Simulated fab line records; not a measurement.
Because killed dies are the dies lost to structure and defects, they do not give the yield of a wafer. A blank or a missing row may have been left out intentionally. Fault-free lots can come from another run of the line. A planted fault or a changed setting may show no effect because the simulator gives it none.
The tool behind it: which one? -- flow n5_finfet -- 9 lots, 27 wafers sampled, at 4 steps of a route of 1938

WHAT THE GAUGES READ, wafer by wafer
N5_BEOL_M4_RC_MEAS_101.
lot,measured,on,CJ_N
L874,day 8 15:49,prober-02,4.42 4.36 4.30
L877,day 10 19:10,prober-02,4.18 4.23 4.29
L878,day 11 01:40,prober-02,4.33 4.40 4.37
L882,day 11 17:20,prober-02,5.15 5.00 5.18
L883,day 12 01:18,prober-02,4.97 5.01 4.90
L884,day 12 02:00,prober-01,4.95 5.03 5.05
L886,day 13 02:02,prober-02,4.43 4.47 4.41
L896,day 15 21:52,prober-02,4.17 4.25 4.12
L897,day 16 07:52,prober-02,4.18 4.22 4.25

WHAT TOOL EACH LOT RAN ON (gives the tool, then ch and the chambers of the sampled wafers, and finally the start)
lot,N5_WELL_APT_IMPLANT_32,N5_PMOS_HMC_CHANNEL_EPI_HM_DEP_34,N5_PMOS_HMC_CHANNEL_EPI_DESCUM_14
L874,"implanter-02 ch 0, day 1 15:34","pecvd-02 ch 0,2, day 1 16:55","rie_diel-02 ch 1,3, day 1 18:49"
L877,"implanter-01 ch 0, day 2 09:19","pecvd-02 ch 1,2, day 2 10:43","rie_diel-02 ch 0,2,3, day 2 11:06"
L878,"implanter-01 ch 0, day 2 15:13","pecvd-01 ch 1,2, day 2 16:43","rie_diel-02 ch 0,1,2, day 2 17:13"
L882,"implanter-01 ch 0, day 3 15:20","pecvd-02 ch 1,2, day 3 16:44","rie_diel-05 ch 0,1,2, day 3 17:05"
L883,"implanter-01 ch 0, day 3 22:38","pecvd-02 ch 0,1,2, day 4 00:02","rie_diel-03 ch 0,3, day 4 00:32"
L884,"implanter-01 ch 0, day 4 03:18","pecvd-01 ch 0,2, day 4 04:48","rie_diel-05 ch 1,2,3, day 4 05:19"
L886,"implanter-02 ch 0, day 4 15:38","pecvd-04 ch 0,2, day 4 17:12","rie_diel-05 ch 0,1, day 4 17:42"
L896,"implanter-01 ch 0, day 7 03:28","pecvd-01 ch 0,1,2, day 7 04:53","rie_diel-03 ch 0,1,2, day 7 05:22"
L897,"implanter-01 ch 0, day 7 09:45","pecvd-04 ch 0,1, day 7 11:17","rie_diel-03 ch 0,1, day 7 11:47"
- N5_WELL_APT_IMPLANT_32
- N5_PMOS_HMC_CHANNEL_EPI_HM_DEP_34: deposits SiO2 from TEOS/O2, target thk 36 nm, time 6.9 s.
- N5_PMOS_HMC_CHANNEL_EPI_DESCUM_14: chemistry O2, time 7.9 s.

THE ANSWER, worked out from the rows above alone
Rule: the usual values come from the lots themselves. Put in order of their means at a reading, lots are off if they are a third of the lots or fewer, leave a main group of 4 or more, and stand apart from it by a gap of 3 or more times the standard deviation of the main group's means; of several such gaps the widest counts. The tables above print the reading to a certain number of digits; a main group whose means all agree to those digits is not used. Also off: a lot with no number at a reading for which 4 or more lots have one. Where the step has rows for the other lots, those lots are counted as sound.
Off: at N5_BEOL_M4_RC_MEAS_101 (CJ_N), L882, L883, L884. For the main group the mean is 4.30 and the standard deviation 0.094.
A tool fits if, at a process step before that reading, it ran every lot that is off, and no sound lot after the first of them. Those tools and the gauges at N5_BEOL_M4_RC_MEAS_101 are tried in the same way. None of those tried fits.

WHAT THE SIMULATOR HAD INSERTED
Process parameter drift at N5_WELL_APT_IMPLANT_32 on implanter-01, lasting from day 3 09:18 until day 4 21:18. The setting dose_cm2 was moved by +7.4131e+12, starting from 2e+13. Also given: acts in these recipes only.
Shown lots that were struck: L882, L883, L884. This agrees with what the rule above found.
